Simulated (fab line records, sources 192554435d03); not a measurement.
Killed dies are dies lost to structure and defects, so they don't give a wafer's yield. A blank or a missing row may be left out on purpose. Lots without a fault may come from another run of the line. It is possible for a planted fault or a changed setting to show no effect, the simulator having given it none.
fab line records | flow n5_finfet
record: lots: 6 wafers: 18 last_day: 16
route steps=1938 shown MOL_CONTACT_COAG@535 BEOL_M4@1111 PASSIVATION@1936
lots that met no fault: taken from a fault-free run of the same line
start_h: hours from the record's opening day to when the first of the lot's shown wafers began | wait_h: how many hours have passed since the lot's step before this one | " same as the row above | L1.1+2: a row that stands for several wafers | - either no value or no given start | * or withheld: withheld | < > ~ a bound
route shown NAME@n: names a module that has steps shown in the file, with the first one's number in the route | usual: mean/standard deviation of fault-free wafers | same: alike in all rows | chamber/n: place in a boat | sites: per-site readings | _std_site: standard deviation across them | _edge_site: the outer-site mean with the inner-site mean subtracted | radius_mm: how far each site lies from the wafer's centre | mask NAME#n: copy n | behind: the tool/chamber that last shaped the wafer | hold: reason for holding the lot/hours on hold/outcome of the hold | device: the transistor (n, p or np) that didn't switch | end of line: the route-end tests of the same wafers | for a step that has no rows: nothing shown but its recipe | killed: the dies lost at the first sort to structure and to defects; this is not the yield of the wafer | map: shows each die of a wafer: x if killed, . if not, _ if none is there
set.NAME: the run value of the setting; set.NAME@STEP: its run value at that earlier step | model.NAME: the simulator's own value behind a step, which no gauge read
lots seen at some steps along the route; tables by step, rows by wafer
services: the hour from which a tool's chamber was out of use, counted from the record's first day as start_h (under 0 if before that day), plus the number of hours and why
== steps ==
step: N5_MOL_CONTACT_COAG_CONTACT_ETCH_14
recipe: chemistry: C4F6/O2 target: SiO2 target_depth_a: 275 overetch_a: 85 mask_material: SOC pressure_mtorr: 30 source_w: 370 bias_w: 185 Ar_flow_sccm: 300 C4F6_flow_sccm: 16 O2_flow_sccm: 10 time_s: 20 ion_energy_ev: 259.6
step: N5_MOL_CONTACT_COAG_STRIP_109
recipe: chemistry: C4F6/O2 resist: SiARC rf_frequency_hz: 6e+07
step: N5_MOL_CONTACT_COAG_ETCH_15
recipe: chemistry: CH3F/O2 target: SiNx target_depth_a: 70 mask_material: SOC stop_on: Si:P over_etch_frac: 0.75 ion_energy_ev: 120 pressure_mtorr: 30 source_w: 395 bias_w: 73 Ar_flow_sccm: 150 CH3F_flow_sccm: 30 O2_flow_sccm: 20
usual: CH3F_flow_sccm: 29.99/0.096 drypump_motor_current_A: 5.4/0.39 oes_product_au: 0.57/0.061 rf_vpp_V: 299/10 showerhead_plenum_p_Torr: 1.99/0.085 throttle_valve_pct: 16.35/0.25
columns lot.wafer tool chamber start_h wait_h CH3F_flow_sccm drypump_motor_current_A oes_product_au rf_hours_counter_h rf_vpp_V showerhead_plenum_p_Torr throttle_valve_pct
L427.3 rie_diel-05 1 92.83 0.0 29.87 5.6 0.62 43 297 1.96 16.08
L427.4 " 3 " " 29.98 5.0 0.53 191 292 2.06 16.34
L427.6 " 3 " " 29.97 5.0 0.53 - 291 2.06 16.34
L429.1 rie_diel-05 0 106.00 0.0 30.15 4.9 0.53 174 291 1.89 16.39
L429.5 " 2 " " 29.93 5.7 0.59 - 292 1.85 16.67
L429.6 " 3 " " 30.00 5.0 0.52 - 293 2.05 16.35
L430.1 rie_diel-05 2 112.44 0.0 29.88 5.7 0.58 122 292 1.85 16.68
L430.5 " 3 " " 30.06 5.0 0.52 - 293 2.05 16.34
L430.6 " 2 " " 29.85 5.7 0.59 - 294 1.85 16.69
L440.1 rie_diel-05 1 173.75 0.0 30.01 5.6 0.59 70 297 1.95 16.14
L440.3 " 2 " " 30.02 5.7 0.57 144 294 1.84 16.74
L440.4 " 3 " " 30.02 5.0 0.51 218 292 2.05 16.39
L439.3 rie_diel-01 0 174.20 0.0 30.08 6.0 0.66 35 320 1.95 16.03
L439.5 " 1 " " 29.93 5.2 0.56 - 293 1.99 16.43
L439.6 " 0 " " 30.10 6.0 0.66 - 321 1.95 16.03
L444.1 rie_diel-05 3 201.27 0.0 29.89 5.0 0.50 226 292 2.04 16.41
L444.3 " 2 " " 29.97 5.7 0.56 154 293 1.84 16.74
L444.5 " 2 " " 30.06 5.7 0.56 - 294 1.84 16.75
step: N5_MOL_CONTACT_COAG_ETCH_110
recipe: chemistry: CF4/O2 target: Si target_depth_a: 25 time_s: 8 pressure_mtorr: 100 source_w: 200 bias_w: 12 ion_energy_ev: 60 Ar_flow_sccm: 100 cf4_flow_sccm: 100 O2_flow_sccm: 10
usual: cf4_flow_sccm: 100.0/0.32 drypump_motor_current_A: 5.4/0.39 oes_product_au: 0.78/0.085 rf_vpp_V: 128/5.1 showerhead_plenum_p_Torr: 2.21/0.083 throttle_valve_pct: 10.76/0.3
columns lot.wafer tool chamber start_h wait_h cf4_flow_sccm drypump_motor_current_A oes_product_au rf_hours_counter_h rf_vpp_V showerhead_plenum_p_Torr throttle_valve_pct
L427.3 rie_diel-05 1 92.89 0.0 100.2 5.6 0.83 43 127 2.17 10.40
L427.4 " 3 " " 100.0 5.0 0.74 191 124 2.29 10.92
L427.6 " 3 " " 99.6 5.0 0.74 - 124 2.29 10.93
L429.1 rie_diel-05 0 106.06 0.0 100.5 4.8 0.73 174 126 2.14 10.95
L429.5 " 2 " " 99.9 5.7 0.82 - 125 2.07 10.99
L429.6 " 3 " " 100.1 5.0 0.74 - 125 2.29 10.93
L430.1 rie_diel-05 2 112.50 0.0 100.3 5.7 0.81 122 123 2.07 10.98
L430.5 " 3 " " 99.7 5.0 0.73 - 125 2.29 10.96
L430.6 " 2 " " 100.4 5.7 0.81 - 126 2.07 11.01
L440.1 rie_diel-05 1 173.81 0.0 99.7 5.6 0.78 70 129 2.17 10.48
L440.3 " 2 " " 100.2 5.7 0.78 144 125 2.06 11.07
L440.4 " 3 " " 100.4 5.0 0.73 218 124 2.28 11.00
L439.3 rie_diel-01 0 174.26 0.0 100.1 6.0 0.90 35 141 2.18 10.42
L439.5 " 1 " " 100.0 5.2 0.75 - 125 2.21 10.82
L439.6 " 0 " " 99.8 6.0 0.89 - 139 2.18 10.43
L444.1 rie_diel-05 3 201.33 0.0 99.8 5.0 0.71 226 124 2.28 11.00
L444.3 " 2 " " 100.2 5.7 0.78 154 125 2.06 11.07
L444.5 " 2 " " 100.7 5.7 0.79 - 124 2.06 11.09
step: N5_MOL_CONTACT_COAG_STRIP_98
recipe: chemistry: N2/H2 power_w: 500 temp_c: 40 pressure_mtorr: 50 rf_frequency_hz: 6e+07 overash_fraction: 0.3 bias_power_w: 8 h2_frac: 0.5 n2_flow_sccm: 300 h2_flow_sccm: 300
usual: drypump_motor_current_A: 5.5/0.39 oes_product_au: 0.79/0.088 power_w: 500.2/1.4 rf_vpp_V: 54.4/1.3 showerhead_plenum_p_Torr: 3.34/0.13 throttle_valve_pct: 18.8/0.34
columns lot.wafer tool chamber start_h wait_h drypump_motor_current_A oes_product_au power_w rf_hours_counter_h rf_vpp_V showerhead_plenum_p_Torr throttle_valve_pct
L427.3 rie_diel-05 1 92.94 0.0 5.6 0.84 501.0 43 55.0 3.29 18.8
L427.4 " 3 " " 5.0 0.73 500.4 191 56.3 3.46 18.4
L427.6 " 3 " " 5.0 0.74 499.0 - 53.8 3.46 18.4
L429.1 rie_diel-05 0 106.11 0.0 4.8 0.75 502.1 174 54.7 3.24 19.0
L429.5 " 2 " " 5.7 0.81 499.6 - 53.0 3.13 19.4
L429.6 " 3 " " 5.0 0.74 502.5 - 56.6 3.45 18.4
L430.1 rie_diel-05 2 112.55 0.0 5.7 0.80 504.9 122 52.4 3.13 19.4
L430.5 " 3 " " 5.0 0.74 500.8 - 54.0 3.45 18.5
L430.6 " 2 " " 5.7 0.79 501.7 - 52.8 3.13 19.4
L440.1 rie_diel-05 1 173.85 0.0 5.6 0.79 499.1 70 54.0 3.27 18.9
L440.3 " 2 " " 5.7 0.77 498.7 144 56.3 3.12 19.5
L440.4 " 3 " " 5.0 0.71 499.3 218 54.7 3.44 18.5
L439.3 rie_diel-01 0 174.31 0.0 6.0 0.92 499.8 35 53.5 3.26 18.7
L439.5 " 1 " " 5.2 0.78 501.2 - 53.3 3.35 18.8
L439.6 " 0 " " 6.0 0.93 502.6 - 54.6 3.26 18.7
L444.1 rie_diel-05 3 201.38 0.0 5.0 0.70 502.1 226 53.0 3.44 18.5
L444.3 " 2 " " 5.7 0.77 499.6 154 54.0 3.12 19.5
L444.5 " 2 " " 5.7 0.77 499.8 - 53.8 3.12 19.5
step: N5_MOL_CONTACT_COAG_CD_MEAS_99
recipe: target_cd_nm: 17.2 polarity: opening
usual: cd_nm: 17.3/0.42
columns lot.wafer tool chamber start_h wait_h cd_nm
L427.3 cd_sem-01 - 93.01 - 17.4
L427.4 " - " " 17.9
L427.6 " - " " 17.5
L429.1 cd_sem-03 - 106.18 - 17.4
L429.5 " - " " 17.2
L429.6 " - " " 17.6
L430.1 cd_sem-03 - 112.62 - 17.2
L430.5 " - " " 17.7
L430.6 " - " " 17.3
L440.1 cd_sem-02 - 173.92 - 17.3
L440.3 " - " " 17.0
L440.4 " - " " 17.5
L439.3 cd_sem-02 - 174.38 - 17.0
L439.5 " - " " 17.9
L439.6 " - " " 17.1
L444.1 cd_sem-01 - 201.45 - 17.9
L444.3 " - " " 17.7
L444.5 " - " " 18.1
step: N5_MOL_CONTACT_COAG_IMPLANT_129
recipe: species: Ge energy_kev: 3 dose_cm2: 6e+14 tilt_deg: 0 rotation_deg: 0
step: N5_MOL_CONTACT_COAG_PRECLEAN_111
recipe: chemistry: NF3:NH3 afs_cycles: 1 temp_c: 30 time_s: 20 sublimation_temp_c: 180 sublimation_time_s: 60 pressure_torr: 3 rf_power_w: 30
step: N5_MOL_CONTACT_COAG_TI_SIL_19
recipe: material: Ti target_thk_a: 42 temp_c: 200 chamber_pressure_pa: 5 power_w: 5000 time_s: 15
usual: throttle_valve_pct: 29.8/0.94
columns lot.wafer tool chamber start_h wait_h throttle_valve_pct
L427.3 pvd_sputter-02 - 93.49 0.1 29.5
L427.4 " - " " 31.0
L427.6 " - " " 27.7
L429.1 pvd_sputter-03 - 110.08 2.0 30.3
L429.5 " - " " 30.1
L429.6 " - " " 28.8
L430.1 pvd_sputter-03 - 113.92 0.7 30.1
L430.5 " - " " 28.6
L430.6 " - " " 29.7
L440.1 pvd_sputter-01 - 174.38 0.2 31.1
L440.3 " - " " 29.4
L440.4 " - " " 32.0
L439.3 pvd_sputter-03 - 175.39 0.6 30.1
L439.5 " - " " 28.9
L439.6 " - " " 29.7
L444.1 pvd_sputter-01 - 202.16 0.2 31.1
L444.3 " - " " 29.4
L444.5 " - " " 29.8
step: N5_MOL_CONTACT_COAG_ALD_20
recipe: material: TiN target_thk_a: 15 temp_c: 400 ald_precursor_family: TiCl4 ald_co_reactant: NH3 pulse_time_s: 1 purge_time_s: 3 co_reactant_purge_time_s: 2 co_reactant_pulse_time_s: 2 ald_cycles: 68 pressure_torr: 3
step: N5_MOL_CONTACT_COAG_SIL_ANNEAL_21
recipe: temp_c: 550 time_s: 60 ambient: N2
usual: lamp_power_pct: 5.9/0.46 wafer_temp_C_max: 553.0/0.59
columns lot.wafer tool chamber start_h wait_h lamp_power_pct wafer_temp_C_max
L427.3 rtp_anneal-01 0 94.13 0.3 5.3 553.0
L427.4 " 0 " " 5.3 553.7
L427.6 " 0 " " 5.3 553.6
L429.1 rtp_anneal-02 0 110.64 0.3 6.2 552.5
L429.5 " 0 " " 6.2 553.1
L429.6 " 0 " " 6.3 553.7
L430.1 rtp_anneal-02 0 114.41 0.2 6.3 552.7
L430.5 " 0 " " 6.2 553.6
L430.6 " 0 " " 6.2 552.7
L440.1 rtp_anneal-01 0 174.87 0.2 5.3 553.4
L440.3 " 0 " " 5.3 552.5
L440.4 " 0 " " 5.3 552.2
L439.3 rtp_anneal-02 0 175.94 0.3 6.2 553.5
L439.5 " 0 " " 6.2 553.5
L439.6 " 0 " " 6.2 553.5
L444.1 rtp_anneal-02 0 202.70 0.2 6.3 553.6
L444.3 " 0 " " 6.3 552.7
L444.5 " 0 " " 6.2 552.5
step: N5_MOL_CONTACT_COAG_PRE_CLEAN_141
recipe: gas: H2/He time_s: 60 temp_c: 300
step: N5_MOL_CONTACT_COAG_SPUTTER_143
recipe: material: Co target_thk_a: 25 temp_c: 25 chamber_pressure_pa: 0.2
usual: throttle_valve_pct: 29.9/1
columns lot.wafer tool chamber start_h wait_h throttle_valve_pct model.Co_of_MOL_CONTACT_COAG_SPUTTER_143.thk_nm
L427.3 pvd_sputter-02 - 95.97 0.0 29.6 2.6
L427.4 " - " " 31.1 2.6
L427.6 " - " " 29.7 2.4
L429.1 pvd_sputter-02 - 111.45 0.0 29.3 2
L429.5 " - " " 28.0 1.8
L429.6 " - " " 29.6 1.8
L430.1 pvd_sputter-02 - 115.57 0.0 30.9 1.8
L430.5 " - " " 30.9 1.8
L430.6 " - " " 29.6 1.8
L440.1 pvd_sputter-01 - 176.86 0.0 30.9 2.2
L440.3 " - " " 29.7 2.2
L440.4 " - " " 31.5 2.4
L439.3 pvd_sputter-02 - 177.52 0.0 29.3 2.4
L439.5 " - " " 27.9 2.4
L439.6 " - " " 29.5 2.4
L444.1 pvd_sputter-01 - 203.35 0.0 31.7 2.8
L444.3 " - " " 31.0 2.4
L444.5 " - " " 31.5 2.8
step: N5_MOL_CONTACT_COAG_CO_FILL_22
recipe: material: Co target_thk_a: 200 temp_c: 200 precursor: CCTBA/H2 pressure_torr: 30
step: N5_BEOL_M4_RC_MEAS_101
usual: DIBL_N: 36.1/2 DIBL_P: 36.3/2.4 IOFF_N: 0.15/0.035 IOFF_P: 0.21/0.039 ION_N: 672/15 ION_P: 463/9.7 SS_N: 71.5/0.7 SS_P: 73.2/0.75 VT_N: 251/3.6 VT_P: -250/3.8
columns lot.wafer tool chamber start_h wait_h DIBL_N[mV/V] DIBL_P[mV/V] IOFF_N[nA/um] IOFF_P[nA/um] ION_N[uA/um] ION_P[uA/um] SS_N[mV/dec] SS_P[mV/dec] VT_N[mV] VT_P[mV]
L427.3 prober-02 0 174.31 0.3 39.6 41.2 0.22 0.26 684 458 72.4 74.3 246 -251
L427.4 " 0 " " 35.8 36.8 0.16 0.20 679 460 71.4 73.7 250 -252
L427.6 " 0 " " 38.1 39.2 0.19 0.23 681 458 72.1 73.5 247 -251
L429.1 prober-02 0 191.87 0.0 35.9 38.5 0.14 0.18 668 455 71.6 73.0 250 -256
L429.5 " 0 " " 34.9 37.1 0.12 0.16 656 446 70.9 73.8 254 -259
L429.6 " 0 " " 34.2 35.8 0.11 0.14 664 453 71.4 73.5 254 -258
L430.1 prober-01 0 195.89 0.0 32.8 34.1 0.11 0.17 658 454 70.9 72.7 254 -253
L430.5 " 0 " " 36.6 38.6 0.17 0.23 672 458 71.7 73.2 248 -250
L430.6 " 0 " " 34.1 34.9 0.11 0.17 646 450 70.0 73.2 255 -254
L440.1 prober-02 0 252.27 0.0 38.5 39.4 0.20 0.28 689 476 72.4 74.1 246 -246
L440.3 " 0 " " 35.3 34.9 0.14 0.20 674 461 70.5 72.4 250 -251
L440.4 " 0 " " 35.0 34.5 0.14 0.19 667 458 71.4 72.0 254 -251
L439.3 prober-01 0 252.73 0.3 37.6 38.2 0.20 0.26 683 467 71.0 74.0 246 -246
L439.5 " 0 " " 35.7 35.8 0.15 0.22 678 473 70.3 73.6 251 -250
L439.6 " 0 " " 34.6 34.8 0.14 0.20 672 464 69.9 73.4 250 -248
L444.1 prober-02 0 284.39 0.0 36.1 35.6 0.13 0.18 652 458 71.1 73.5 256 -253
L444.3 " 0 " " 39.0 39.6 0.20 0.26 683 470 71.3 74.1 247 -252
L444.5 " 0 " " 38.8 40.2 0.18 0.25 683 464 72.2 74.4 250 -250
step: N5_PASSIVATION_PROBE_49
usual: defect_limited_yield: 91.1/1.6 killed_at_M0_to_M3: 35/11 killed_at_M4_up: 13/5.4 killed_at_contacts: 13/6.5 killed_at_front_end: 40/14 killed_at_other: 4/3.1 killed_dies: 105/18 killed_on_rim: 14/4.1 killed_open: 69/14 killed_short: 34/7.3 sort_bin_5_function: 5.2/0.96 sort_bin_6_memory: 3.4/0.77 sort_n_pass: 1075/19 sort_yield_pct: 91.1/1.6
same: gross_dies: 1180 killed_at_back_side: 0 sort_bin_4_leakage[%]: 0 sort_bin_8_speed[%]: 0
columns lot.wafer tool chamber start_h wait_h defect_limited_yield[%] killed_at_M0_to_M3 killed_at_M4_up killed_at_contacts killed_at_front_end killed_at_other killed_dies killed_on_rim killed_open killed_short sort_bin_5_function[%] sort_bin_6_memory[%] sort_n_pass sort_yield_pct[%]
L430.1 prober-02 - 303.50 0.0 91.9 30 7 9 49 0 95 11 61 31 4.5 3.3 1085 91.9
L430.5 prober-02 - 303.70 0.2 92.0 42 4 10 28 10 94 11 60 32 4.5 3.4 1086 92.0
L430.6 prober-02 - 303.75 0.3 92.8 31 10 8 33 3 85 19 57 27 4.3 2.5 1095 92.8
L440.1 prober-02 - 363.98 0.0 90.8 29 9 20 49 1 108 18 70 36 6.0 2.6 1072 90.8
L440.3 prober-02 - 364.08 0.1 89.6 27 14 18 64 0 123 14 84 39 5.5 4.4 1057 89.6
L440.4 prober-02 - 364.13 0.2 91.4 23 10 20 48 1 102 17 60 41 6.2 2.0 1078 91.4
L444.1 prober-02 - 387.41 0.0 91.4 30 11 18 32 10 101 10 65 31 5.0 3.2 1079 91.4
L444.3 prober-02 - 387.51 0.1 90.5 42 9 9 43 9 112 14 72 37 5.8 3.5 1068 90.5
L444.5 prober-02 - 387.61 0.2 90.3 37 12 10 45 11 115 14 70 43 5.5 3.8 1065 90.3
killed by level:class
L430.1 FIN_SAQP:geometric_particle:open=12 FIN_SAQP:geometric_particle:short=10 STI_FIN_REVEAL:geometric_particle:open=10 BEOL_M0_SAQP:geometric_particle:short=10 BEOL_M0_SAQP:geometric_particle:open=8 MOL_CONTACT_COAG:geometric_particle:open=7 DUMMY_GATE:geometric_particle:open=5 BEOL_M3:geometric_particle:open=4
L430.5 BEOL_M3:geometric_particle:open=11 MOL_CONTACT_COAG:geometric_particle:open=8 BEOL_M0_SAQP:geometric_particle:short=8 FIN_SAQP:geometric_particle:open=6 BEOL_M1:geometric_particle:open=6 DUMMY_GATE:geometric_particle:open=5 BEOL_M0_SAQP:geometric_particle:open=5 BEOL_M2:geometric_particle:open=5
L430.6 STI_FIN_REVEAL:geometric_particle:open=10 BEOL_M0_SAQP:geometric_particle:open=9 BEOL_M0_SAQP:geometric_particle:short=6 BEOL_M3:geometric_particle:open=6 FIN_SAQP:geometric_particle:open=5 FIN_SAQP:geometric_particle:short=5 MOL_CONTACT_COAG:geometric_particle:open=5 STI_FIN_REVEAL:geometric_particle:short=3
L440.1 MOL_CONTACT_COAG:geometric_particle:open=18 FIN_SAQP:geometric_particle:open=12 BEOL_M0_SAQP:geometric_particle:short=11 STI_FIN_REVEAL:geometric_particle:open=9 FIN_SAQP:geometric_particle:short=7 GATE_CUT:geometric_particle:short=6 BEOL_M0_SAQP:geometric_particle:open=6 BEOL_M3:geometric_particle:open=5
L440.3 FIN_SAQP:geometric_particle:open=18 FIN_SAQP:geometric_particle:short=15 MOL_CONTACT_COAG:geometric_particle:open=13 STI_FIN_REVEAL:geometric_particle:open=11 BEOL_M0_SAQP:geometric_particle:open=11 BEOL_M4:geometric_particle:open=10 GATE_CUT:geometric_particle:short=6 BEOL_M0_SAQP:geometric_particle:short=6
L440.4 MOL_CONTACT_COAG:geometric_particle:open=14 STI_FIN_REVEAL:geometric_particle:open=10 FIN_SAQP:geometric_particle:short=7 BEOL_M0_SAQP:geometric_particle:short=7 MOL_CONTACT_COAG:geometric_particle:short=6 DUMMY_GATE:geometric_particle:open=5 BEOL_M2:geometric_particle:open=5 FIN_SAQP:geometric_particle:open=4
L444.1 MOL_CONTACT_COAG:geometric_particle:open=13 FIN_SAQP:geometric_particle:open=7 BEOL_M0_SAQP:geometric_particle:short=7 STI_FIN_REVEAL:geometric_particle:open=6 BEOL_M3:geometric_particle:open=6 BEOL_M4:geometric_particle:open=6 FIN_SAQP:geometric_particle:short=5 MOL_CONTACT_COAG:geometric_particle:short=5
L444.3 BEOL_M0_SAQP:geometric_particle:short=14 BEOL_M0_SAQP:geometric_particle:open=12 FIN_SAQP:geometric_particle:open=11 FIN_SAQP:geometric_particle:short=8 STI_FIN_REVEAL:geometric_particle:open=8 MOL_CONTACT_COAG:geometric_particle:open=8 BEOL_M4:geometric_particle:open=7 BEOL_M2:geometric_particle:open=5
L444.5 BEOL_M3:geometric_particle:open=8 MOL_CONTACT_COAG:geometric_particle:open=8 FIN_SAQP:geometric_particle:open=7 BEOL_M2:geometric_particle:open=7 FIN_SAQP:geometric_particle:short=6 STI_FIN_REVEAL:geometric_particle:open=6 DUMMY_GATE:geometric_particle:open=6 BEOL_M0_SAQP:geometric_particle:short=5
== services ==
columns tool chamber start_h hours kind
rie_diel-01 1 81.27 3.3 repair
pvd_sputter-01 - 113.29 2.6 repair
pvd_sputter-01 - 116.88 4.3 repair
rie_diel-05 0 148.21 4.6 repair
rie_diel-01 3 195.47 16.5 repair
== key ==
first_sign none at tools or gauges
model_effect: step: N5_MOL_CONTACT_COAG_SPUTTER_143 value: Co_of_MOL_CONTACT_COAG_SPUTTER_143.thk_nm without: 2.567 struck: 1.833
met_at N5_MOL_CONTACT_COAG_SPUTTER_143
struck_wafers L429.1,L429.5,L429.6,L430.1,L430.5,L430.6
onset_between 95.97 111.45
fault: kind: process_parameter_drift tool: pvd_sputter-02 chamber: - onset_h: 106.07 steps: N5_MOL_CONTACT_COAG_SPUTTER_143 channel: target_thk_a offset: * shape: step end_h: 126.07 acts_in: * stated: *
